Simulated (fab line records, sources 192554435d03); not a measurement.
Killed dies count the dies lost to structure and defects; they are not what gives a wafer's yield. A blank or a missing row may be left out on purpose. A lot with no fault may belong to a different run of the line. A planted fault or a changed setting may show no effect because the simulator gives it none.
Matching of chambers	flow n5 finfet	N5_HKMG_FIN_ALD_91 on ald metal-03: 4 sister chambers
The step deposits TiN, target thk 1 nm, pulse time 1 s, purge time 3 s. 8 wafers are shown with their chamber, then 12 later ones without.

EACH WAFER AND ITS CHAMBER
wafer	chamber	heater power w (W)	precursor pulse height rel
L086.3	3	948	0.992
L087.6	2	660	0.990
L088.1	0	855	1.008
L088.2	2	648	1.011
L088.3	3	936	0.986
L088.4	1	1036	1.009
L088.5	1	1061	1.015
L088.6	0	846	0.998

WAFERS MISSING THEIR CHAMBER
wafer	heater power w (W)	precursor pulse height rel
L089.1	1008	0.984
L089.2	650	0.968
L089.3	946	0.987
L089.4	869	0.980
L089.5	1045	0.991
L089.6	833	0.995
L090.1	938	0.996
L090.2	1025	1.000
L090.5	1025	1.056
L097.2	675	1.006
L097.5	1033	1.028
L097.6	848	1.013

WHICH CHAMBER EACH WENT THROUGH
wafer	from the rows above	in truth
L089.1	can't be placed: 1 or 3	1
L089.2	2	2
L089.3	3	3
L089.4	0	0
L089.5	1	1
L089.6	0	0
L090.1	3	3
L090.2	1	1
L090.5	1	1
L097.2	2	2
L097.5	1	1
L097.6	0	0
Placed correctly: 11 of 12. Not placeable from these rows: 1 (in 1, the candidates include the true chamber). Placed wrongly: 0.
How it was worked out, from the rows above alone: a wafer's distance from a chamber is the root of the sum, over the readings, of the square of ((its reading less the chamber's mean) divided by the reading's scatter). The wafer belongs to the nearest chamber; if the next one is less than 2 further off, it can't be placed. A chamber's mean is the mean of its shown wafers. The scatter is the square root of a quotient: the sum, over the shown wafers, of each reading's squared deviation from its chamber's mean, divided by wafers minus chambers.
